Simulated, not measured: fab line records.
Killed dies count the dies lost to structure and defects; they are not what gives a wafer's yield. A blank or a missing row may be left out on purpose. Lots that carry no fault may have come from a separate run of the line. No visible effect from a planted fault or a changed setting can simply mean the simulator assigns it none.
Chamber matching ; flow n5-finfet ; N5_BEOL_M4_ILD_DEP_00 on pecvd-04: 3 sister chambers
The step deposits SiOC from DEMS/O2, target thk 79 nm, time 15.3 s. 14 wafers are shown with their chamber, then 7 later ones without.

WAFERS PAIRED WITH THEIR CHAMBERS
wafer;chamber;throttle-valve-pct (%);heater-power-w (W);showerhead-plenum-p-Torr (Torr)
L785.1;0;12.6;422;5.704
L785.2;2;11.8;434;5.667
L785.4;2;11.5;437;5.685
L789.1;0;12.6;459;5.702
L789.2;1;13.3;463;5.689
L789.4;1;13.3;466;5.699
L791.1;0;12.6;439;5.704
L791.2;2;11.6;432;5.687
L791.6;0;12.5;446;5.688
L801.2;1;13.1;512;5.692
L801.4;2;11.8;457;5.684
L801.5;0;12.3;412;5.671
L804.1;0;12.4;433;5.675
L804.3;2;11.6;393;5.675

SIGNATURES (means of the wafers above)
reading;chamber 0;chamber 1;chamber 2;scatter within a chamber
throttle-valve-pct;12.500;13.233;11.660;0.127
heater-power-w;435.17;480.33;430.60;21.5
showerhead-plenum-p-Torr;5.69067;5.69333;5.67960;0.0115
Rule: a wafer lies at a distance from a chamber equal to the root of the sum of squares, over the readings, of (its reading less the chamber's mean, divided by the reading's scatter). If the next closest chamber is less than 2 further off than the closest, the wafer can't be placed; otherwise it belongs to the closest. The scatter: the root of (the sum of the squares of (reading less its chamber's mean) over the shown wafers, divided by (wafers less chambers)).

WAFERS MISSING THEIR CHAMBER
wafer;throttle-valve-pct (%);heater-power-w (W);showerhead-plenum-p-Torr (Torr)
L804.5;11.5;404;5.684
L806.2;13.4;437;5.691
L806.3;13.1;434;5.678
L806.4;12.5;415;5.703
L805.2;12.6;447;5.687
L805.4;12.4;442;5.687
L805.6;13.4;504;5.689

WHICH CHAMBER EACH ONE RAN IN
wafer;from the rows above;in truth
L804.5;2;2
L806.2;1;1
L806.3;1;1
L806.4;0;0
L805.2;0;0
L805.4;0;0
L805.6;1;1
Placed correctly: 7 of 7. Not placeable from these rows: 0. Number placed wrongly: 0.
